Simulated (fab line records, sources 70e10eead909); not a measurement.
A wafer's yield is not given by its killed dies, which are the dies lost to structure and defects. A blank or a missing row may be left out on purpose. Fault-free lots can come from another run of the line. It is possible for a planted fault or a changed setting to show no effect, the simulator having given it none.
fab line records | flow nand-harc
record: lots: 7 | wafers: 20 | last-day: 32
route steps=1302 shown A_CHANNEL_HOLE_D2@602 A_CHANNEL_FILL_D2@610
lots with no fault: from the same line, run without faults
start-h: hours from the record's first day to the start of the lot's first wafer shown | wait-h: how many hours have passed since the lot's step before this one | " identical to the entry in the row above | L1.1+2: a single row standing in for several wafers | - no value, or no start given | * or withheld: withheld | < > ~ a bound
route shown NAME@n: NAME is a module with steps in the file, n the number in the route of the first one | usual: the fault-free wafers' mean and standard deviation | same: alike in all rows | chamber/n: place in a boat | sites: the reading at each site | _std_site: standard deviation across them | _edge_site: inner sites' mean taken away from outer sites' mean | radius-mm: for every site, how far away it sits from the centre of the wafer | mask NAME#n: copy n | behind: tool/chamber where the wafer was last shaped | hold: cause of the lot's hold/its duration in hours/its outcome | device: which transistor (n, p or np) failed to switch | end of line: tests of these same wafers at the route's end | a step with no rows: only its recipe | killed: dies lost to structure and defects at the first sort, not the wafer's yield | map: the dies of a wafer, with x for killed, . for not killed, _ for no die there
set.NAME: the run value of the setting; set.NAME@STEP: its run value at that earlier step | model.NAME: the simulator's own value behind a step, which no gauge read
certain route steps with their lots: each step a table, each wafer a row
services: a tool's chamber out of use, with start hour (start-h, from the record's first day; less than 0 if before it), hours out, and reason
== steps ==
step: NHARC_A_CHANNEL_HOLE_D2_STRIP_43
recipe: o2-flow-sccm: 400 | cos-flow-sccm: 20 | ar-flow-sccm: 0 | bias-w: 0 | chemistry: O2/COS
step: NHARC_A_CHANNEL_HOLE_D2_ETCH_44
recipe: target-depth-a: 1400 | overetch-a: 140 | time-s: 77 | ion-energy-ev: 100 | cf4-flow-sccm: 80 | o2-flow-sccm: 20 | ar-flow-sccm: 0 | rf-w: 300 | bias-w: 100 | chemistry: CF4/O2
step: NHARC_A_CHANNEL_HOLE_D2_STRIP_28
recipe: o2-flow-sccm: 500 | ar-flow-sccm: 0 | bias-w: 0 | chemistry: O2
usual: drypump-motor-current-A: 5.8/0.37 | oes-product-au: 0.999/0.01 | rf-vpp-V: 57.9/0.89 | showerhead-plenum-p-Torr: 3.53/0.077 | throttle-valve-pct: 17.036/0.0094
same: bias-w: 0
lot.wafer | tool        | chamber | start-h | wait-h | drypump-motor-current-A | oes-product-au | rf-hours-counter-h | rf-vpp-V | showerhead-plenum-p-Torr | throttle-valve-pct
L530.1    | rie-diel-02 | 2       | -       | -      | 5.5                     | 1.011          | 6.0                | 58.9     | 3.60                     | 17.044
L530.5    | "           | 3       | "       | "      | 6.0                     | 1.009          | -                  | 58.4     | 3.46                     | 17.027
L530.6    | "           | 1       | "       | "      | 5.5                     | 1.017          | -                  | 57.7     | 3.54                     | 17.023
L532.2    | rie-diel-02 | 3       | -       | -      | 6.0                     | 1.008          | 6.0                | 56.9     | 3.46                     | 17.041
L532.4    | "           | 2       | "       | "      | 5.5                     | 0.994          | -                  | 57.9     | 3.60                     | 17.032
L532.5    | "           | 3       | "       | "      | 5.9                     | 1.005          | -                  | 57.3     | 3.45                     | 17.033
L534.4    | rie-diel-02 | 0       | -       | -      | 5.6                     | 1.003          | 6.3                | 57.8     | 3.61                     | 17.036
L534.2    | "           | 2       | "       | "      | 5.5                     | 0.995          | 7.0                | 58.6     | 3.60                     | 17.047
L534.6    | "           | 0       | "       | "      | 5.6                     | 1.004          | -                  | 58.8     | 3.61                     | 17.035
L535.3    | rie-diel-09 | 0       | -       | -      | 5.6                     | 0.978          | 3.0                | 57.9     | 3.39                     | 17.061
L535.6    | "           | 0       | "       | "      | 5.6                     | 0.981          | -                  | 58.2     | 3.39                     | 17.030
L541.2    | rie-diel-09 | 0       | -       | -      | 5.6                     | 0.994          | 7.3                | 56.2     | 3.38                     | 17.035
L541.3    | "           | 2       | "       | "      | 6.0                     | 0.996          | 7.0                | 57.7     | 3.64                     | 17.035
L541.5    | "           | 0       | "       | "      | 5.6                     | 0.987          | -                  | 58.1     | 3.38                     | 17.021
L548.1    | rie-diel-09 | 0       | -       | -      | 5.6                     | 1.017          | 0.0                | 57.5     | 3.38                     | 17.056
L548.4    | "           | 1       | "       | "      | 6.2                     | 0.997          | 0.1                | 57.9     | 3.56                     | 17.038
L548.6    | "           | 3       | "       | "      | 6.3                     | 1.001          | -                  | 58.8     | 3.51                     | 17.041
L547.2    | rie-diel-09 | 0       | -       | -      | 5.6                     | 1.006          | 0.2                | 58.8     | 3.38                     | 17.038
L547.5    | "           | 1       | "       | "      | 6.2                     | 0.986          | -                  | 57.5     | 3.56                     | 17.032
L547.6    | "           | 2       | "       | "      | 6.0                     | 0.996          | -                  | 58.1     | 3.64                     | 17.050
step: NHARC_A_CHANNEL_HOLE_D2_PRECLEAN_29
recipe: time-s: * | temp-c: 50 | bath-age-min: 0 | chemistry: SC1
step: NHARC_A_CHANNEL_HOLE_D2_SRD_30
step: NHARC_A_CHANNEL_HOLE_D2_CD_MEAS_31
usual: cd-nm: 90.0/1.7
lot.wafer | tool      | chamber | start-h | wait-h | cd-nm
L530.1    | cd-sem-01 | -       | 334.27  | -      | 89.4
L530.5    | "         | -       | "       | "      | 92.0
L530.6    | "         | -       | "       | "      | 87.9
L532.2    | cd-sem-02 | -       | 342.60  | -      | 89.7
L532.4    | "         | -       | "       | "      | 90.0
L532.5    | "         | -       | "       | "      | 90.6
L534.2    | cd-sem-03 | -       | 363.66  | -      | 92.7
L534.4    | "         | -       | "       | "      | 87.8
L534.6    | "         | -       | "       | "      | 89.9
L535.3    | cd-sem-02 | -       | 380.74  | 0.1    | 87.6
L535.6    | "         | -       | "       | "      | 86.4
L541.2    | cd-sem-01 | -       | 440.50  | -      | 90.2
L541.3    | "         | -       | "       | "      | 87.5
L541.5    | "         | -       | "       | "      | 87.6
L548.1    | cd-sem-01 | -       | 507.83  | -      | 89.9
L548.4    | "         | -       | "       | "      | 91.8
L548.6    | "         | -       | "       | "      | 90.9
L547.2    | cd-sem-03 | -       | 511.38  | -      | 88.9
L547.5    | "         | -       | "       | "      | 92.2
L547.6    | "         | -       | "       | "      | 89.4
step: NHARC_A_CHANNEL_HOLE_D2_XSEM_32
recipe: landing-energy-ev: 35000
usual: bot-cd-nm: 74.6/1.7 | bow-nm: 8.59/0.23 | tilt-deg: 0.08/0.043
lot.wafer | tool    | chamber | start-h | wait-h | bot-cd-nm | bow-nm | tilt-deg
L530.1    | xsem-02 | 0       | 334.36  | 0.1    | 74.2      | 8.28   | 0.14
L530.5    | "       | 0       | "       | "      | 76.8      | 8.32   | 0.13
L530.6    | "       | 0       | "       | "      | 72.6      | 8.33   | 0.13
L532.2    | xsem-01 | 0       | 342.69  | 0.1    | 74.2      | 8.86   | 0.18
L532.4    | "       | 0       | "       | "      | 75.0      | 8.87   | 0.18
L532.5    | "       | 0       | "       | "      | 74.8      | 8.79   | 0.18
L534.2    | xsem-01 | 0       | 363.75  | 0.1    | 76.9      | 8.50   | 0.04
L534.4    | "       | 0       | "       | "      | 72.3      | 8.50   | 0.04
L534.6    | "       | 0       | "       | "      | 74.2      | 8.53   | 0.04
L535.3    | xsem-02 | 0       | 380.83  | 0.1    | 72.5      | 8.60   | 0.06
L535.6    | "       | 0       | "       | "      | 72.0      | 8.61   | 0.06
L541.2    | xsem-01 | 0       | 440.59  | 0.1    | 74.7      | 8.78   | 0.06
L541.3    | "       | 0       | "       | "      | 71.9      | 8.72   | 0.06
L541.5    | "       | 0       | "       | "      | 72.5      | 8.77   | 0.06
L548.1    | xsem-01 | 0       | 507.91  | 0.1    | 74.3      | 8.72   | 0.18
L548.4    | "       | 0       | "       | "      | 74.9      | 8.70   | 0.18
L548.6    | "       | 0       | "       | "      | 74.7      | 8.59   | 0.18
L547.2    | xsem-02 | 0       | 511.47  | 0.1    | 73.8      | 8.31   | 0.05
L547.5    | "       | 0       | "       | "      | 77.2      | 8.26   | 0.05
L547.6    | "       | 0       | "       | "      | 74.3      | 8.35   | 0.05
step: NHARC_A_CHANNEL_HOLE_D2_INSPECT_40
usual: raw-defect-count: 300/100
lot.wafer | tool              | chamber | start-h | wait-h | raw-defect-count
L530.1    | defect-inspect-01 | -       | 334.46  | -      | 620
L530.5    | "                 | -       | "       | "      | 508
L530.6    | "                 | -       | "       | "      | 574
L532.2    | defect-inspect-01 | -       | 342.79  | -      | 256
L532.4    | "                 | -       | "       | "      | 309
L532.5    | "                 | -       | "       | "      | 411
L534.2    | defect-inspect-01 | -       | 363.84  | -      | 278
L534.4    | "                 | -       | "       | "      | 580
L534.6    | "                 | -       | "       | "      | 345
L535.3    | defect-inspect-02 | -       | 380.92  | -      | 343
L535.6    | "                 | -       | "       | "      | 267
L541.2    | defect-inspect-02 | -       | 440.68  | -      | 280
L541.3    | "                 | -       | "       | "      | 280
L541.5    | "                 | -       | "       | "      | 239
L548.1    | defect-inspect-01 | -       | 508.01  | -      | 226
L548.4    | "                 | -       | "       | "      | 258
L548.6    | "                 | -       | "       | "      | 267
L547.2    | defect-inspect-02 | -       | 511.57  | -      | 289
L547.5    | "                 | -       | "       | "      | 333
L547.6    | "                 | -       | "       | "      | 357
step: NHARC_A_CHANNEL_FILL_D2_PRECLEAN_00
recipe: time-s: * | temp-c: 50 | bath-age-min: 0 | chemistry: SC1
step: NHARC_A_CHANNEL_FILL_D2_SRD_01
step: NHARC_A_CHANNEL_FILL_D2_ALD_02
recipe: target-thk-a: 60 | pulse-time-s: 10 | ald-cycles: 60 | temp-c: 300 | material: SiO2
usual: ald-cycles: 60/0 | heater-power-w: 479/49 | precursor-pulse-height-rel: 1.000/0.02
lot.wafer | tool      | chamber | start-h | wait-h | ald-cycles | heater-power-w | precursor-pulse-height-rel
L530.1    | ald-hk-04 | 1       | 334.73  | -      | 60         | 468            | 0.995
L530.5    | "         | 0       | "       | "      | 60         | 520            | 1.058
L530.6    | "         | 1       | "       | "      | 60         | 481            | 0.981
L532.4    | ald-hk-03 | 0       | 342.98  | -      | 60         | 432            | 0.999
L532.2    | "         | 2       | "       | "      | 60         | 460            | 0.962
L532.5    | "         | 0       | "       | "      | 60         | 445            | 1.013
L534.2    | ald-hk-04 | 0       | 364.11  | -      | 60         | 520            | 0.984
L534.4    | "         | 2       | "       | "      | 60         | 552            | 0.984
L534.6    | "         | 0       | "       | "      | 60         | 522            | 0.984
L535.3    | ald-hk-04 | 1       | 381.12  | -      | 60         | 485            | 0.984
L535.6    | "         | 2       | "       | "      | 60         | 564            | 1.004
L541.3    | ald-hk-02 | 0       | 440.94  | -      | 60         | 463            | 0.980
L541.2    | "         | 1       | "       | "      | 60         | 512            | 0.966
L541.5    | "         | 0       | "       | "      | 60         | 441            | 1.008
L548.1    | ald-hk-02 | 1       | 508.35  | -      | 60         | 501            | 1.009
L548.4    | "         | 2       | "       | "      | 60         | 387            | 1.010
L548.6    | "         | 3       | "       | "      | 60         | 452            | 1.007
L547.2    | ald-hk-02 | 2       | 511.83  | -      | 60         | 392            | 0.998
L547.6    | "         | 1       | "       | "      | 60         | 499            | 1.039
L547.5    | "         | 2       | "       | "      | 60         | 391            | 1.024
step: NHARC_A_CHANNEL_FILL_D2_ALD_03
recipe: target-thk-a: 60 | pulse-time-s: 60 | ald-cycles: 58 | temp-c: 630 | pressure-torr: 2 | material: SiNx
usual: ald-cycles: 58/0 | precursor-pulse-height-rel: 1.000/0.022
lot.wafer | tool             | chamber | start-h | wait-h | ald-cycles | precursor-pulse-height-rel
L530.1    | ald-sin-batch-03 | 0       | -       | -      | 58         | 0.967
L530.5    | "                | 0       | "       | "      | 58         | 1.016
L530.6    | "                | 0       | "       | "      | 58         | 1.046
L532.2    | ald-sin-batch-01 | 0       | -       | -      | 58         | 0.976
L532.4    | "                | 0       | "       | "      | 58         | 0.996
L532.5    | "                | 0       | "       | "      | 58         | 1.013
L534.2    | ald-sin-batch-02 | 0       | -       | -      | 58         | 1.022
L534.4    | "                | 0       | "       | "      | 58         | 0.966
L534.6    | "                | 0       | "       | "      | 58         | 1.008
L535.3    | ald-sin-batch-02 | 0       | -       | -      | 58         | 1.008
L535.6    | "                | 0       | "       | "      | 58         | 0.976
L541.2    | ald-sin-batch-01 | 0       | -       | -      | 58         | 0.960
L541.3    | "                | 0       | "       | "      | 58         | 0.973
L541.5    | "                | 0       | "       | "      | 58         | 0.995
L548.1    | ald-sin-batch-02 | 0       | -       | -      | 58         | 0.952
L548.4    | "                | 0       | "       | "      | 58         | 1.023
L548.6    | "                | 0       | "       | "      | 58         | 0.996
L547.2    | ald-sin-batch-02 | 0       | -       | -      | 58         | 0.995
L547.5    | "                | 0       | "       | "      | 58         | 0.989
L547.6    | "                | 0       | "       | "      | 58         | 1.014
step: NHARC_A_CHANNEL_FILL_D2_ALD_14
recipe: target-thk-a: 25 | pulse-time-s: 10 | ald-cycles: 25 | temp-c: 300 | material: SiO2
usual: ald-cycles: 25/0 | heater-power-w: 483/49 | precursor-pulse-height-rel: 0.999/0.019
lot.wafer | tool      | chamber | start-h | wait-h | ald-cycles | heater-power-w | precursor-pulse-height-rel
L530.1    | ald-hk-03 | 0       | 341.62  | 0.0    | 25         | 443            | 1.005
L530.6    | "         | 0       | "       | "      | 25         | 444            | 1.008
L530.5    | "         | 1       | "       | "      | 25         | 551            | 1.029
L532.2    | ald-hk-03 | 1       | 350.09  | 0.1    | 25         | 535            | 1.011
L532.4    | "         | 2       | "       | "      | 23         | 473            | 0.992
L532.5    | "         | 0       | "       | "      | 25         | 444            | 1.011
L534.2    | ald-hk-03 | 2       | 371.07  | 0.1    | 25         | 466            | 1.003
L534.4    | "         | 3       | "       | "      | 23         | 483            | 1.045
L534.6    | "         | 0       | "       | "      | 25         | 454            | 1.000
L535.3    | ald-hk-03 | 0       | 388.25  | 0.1    | 23         | 443            | 0.993
L535.6    | "         | 2       | "       | "      | 25         | 471            | 1.010
L541.3    | ald-hk-03 | 2       | 448.63  | 0.8    | 25         | 443            | 1.001
L541.2    | "         | 0       | "       | "      | 25         | 457            | 1.013
L541.5    | "         | 3       | "       | "      | 25         | 516            | 1.020
L548.4    | ald-hk-04 | 0       | 514.67  | 0.1    | 25         | 490            | 1.002
L548.1    | "         | 1       | "       | "      | 25         | 497            | 0.989
L548.6    | "         | 2       | "       | "      | 25         | 569            | 0.968
L547.2    | ald-hk-02 | 0       | 518.82  | 0.2    | 25         | 447            | 0.950
L547.6    | "         | 1       | "       | "      | 25         | 490            | 1.013
L547.5    | "         | 2       | "       | "      | 25         | 390            | 1.007
step: NHARC_A_CHANNEL_FILL_D2_ALD_15
recipe: target-thk-a: 20 | pulse-time-s: 60 | ald-cycles: 19 | temp-c: 630 | pressure-torr: 2 | material: SiNx
usual: ald-cycles: 19/0 | precursor-pulse-height-rel: 0.996/0.018
lot.wafer | tool             | chamber | start-h | wait-h | ald-cycles | precursor-pulse-height-rel
L530.1    | ald-sin-batch-03 | 0       | -       | -      | 19         | 1.035
L530.5    | "                | 0       | "       | "      | 19         | 1.009
L530.6    | "                | 0       | "       | "      | 19         | 1.001
L532.2    | ald-sin-batch-02 | 0       | -       | -      | 19         | 1.005
L532.4    | "                | 0       | "       | "      | 19         | 0.983
L532.5    | "                | 0       | "       | "      | 19         | 1.024
L534.2    | ald-sin-batch-02 | 0       | -       | -      | 19         | 0.988
L534.4    | "                | 0       | "       | "      | 19         | 0.982
L534.6    | "                | 0       | "       | "      | 19         | 1.004
L535.3    | ald-sin-batch-02 | 0       | -       | -      | 19         | 0.958
L535.6    | "                | 0       | "       | "      | 19         | 0.968
L541.2    | ald-sin-batch-02 | 0       | -       | -      | 19         | 1.001
L541.3    | "                | 0       | "       | "      | 19         | 1.006
L541.5    | "                | 0       | "       | "      | 19         | 0.975
L548.1    | ald-sin-batch-02 | 0       | -       | -      | 19         | 0.998
L548.4    | "                | 0       | "       | "      | 19         | 1.026
L548.6    | "                | 0       | "       | "      | 19         | 0.995
L547.2    | ald-sin-batch-02 | 0       | -       | -      | 19         | 0.978
L547.5    | "                | 0       | "       | "      | 19         | 0.967
L547.6    | "                | 0       | "       | "      | 19         | 1.008
== services ==
tool             | chamber | start-h | hours | kind
rie-diel-02      | 1       | 311.72  | 13.4  | repair
rie-diel-09      | -       | 320.10  | 9.0   | pm
ald-hk-02        | -       | 349.95  | 10.0  | pm
ald-hk-02        | 0       | 349.95  | 17.5  | vent-cycle
ald-hk-02        | 1       | 349.95  | 17.5  | vent-cycle
xsem-01          | -       | 374.00  | 14.0  | pm
rie-diel-09      | 3       | 376.95  | 15.9  | repair
ald-hk-02        | -       | 387.72  | 1.7   | repair
ald-hk-03        | -       | 392.02  | 10.0  | pm
ald-hk-03        | 0       | 392.02  | 10.0  | vent-cycle
ald-hk-03        | 1       | 392.02  | 10.0  | vent-cycle
ald-hk-03        | 2       | 392.02  | 10.0  | vent-cycle
ald-hk-03        | 3       | 392.02  | 10.0  | vent-cycle
rie-diel-02      | -       | 393.77  | 9.0   | pm
ald-hk-03        | 0       | 402.02  | -     | clean
ald-hk-03        | 1       | 402.02  | -     | clean
ald-hk-03        | 2       | 402.02  | -     | clean
ald-hk-03        | 3       | 402.02  | -     | clean
rie-diel-09      | 1       | 423.97  | 8.8   | repair
rie-diel-09      | 2       | 425.46  | 6.1   | repair
ald-sin-batch-03 | -       | 433.07  | 12.4  | repair
ald-sin-batch-02 | -       | 441.96  | 4.9   | repair
ald-sin-batch-01 | -       | 489.44  | 67.1  | repair
rie-diel-09      | -       | 497.10  | 9.0   | pm
== key ==
first-sign: step: NHARC_A_CHANNEL_FILL_D2_ALD_14 | reading: ald-cycles | direction: down | sigmas: 99+ | usual: 25 | struck: 23
effect none on later readings
met-at NHARC_A_CHANNEL_FILL_D2_ALD_14
struck-wafers L532.4,L534.4,L535.3
tester-left-out L532,L534,L535
onset-between 341.62 350.09
fault: kind: process-parameter-drift | tool: ald-hk-03 | chamber: - | onset-h: 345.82 | steps: NHARC_A_CHANNEL_FILL_D2_ALD_14 | channel: ald-cycles | offset: -2 | shape: step | end-h: 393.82 | scope: struck-wafers-only | acts-in: these-recipes-only | stated: 25
tester-left-out: of these lots the tester's yield and bins aren't shown, on N5 and GAA mostly nor the transistor test; their killed dies are dies lost to structure and defects alone, not to doping, threshold or leakage, so they don't give the yield
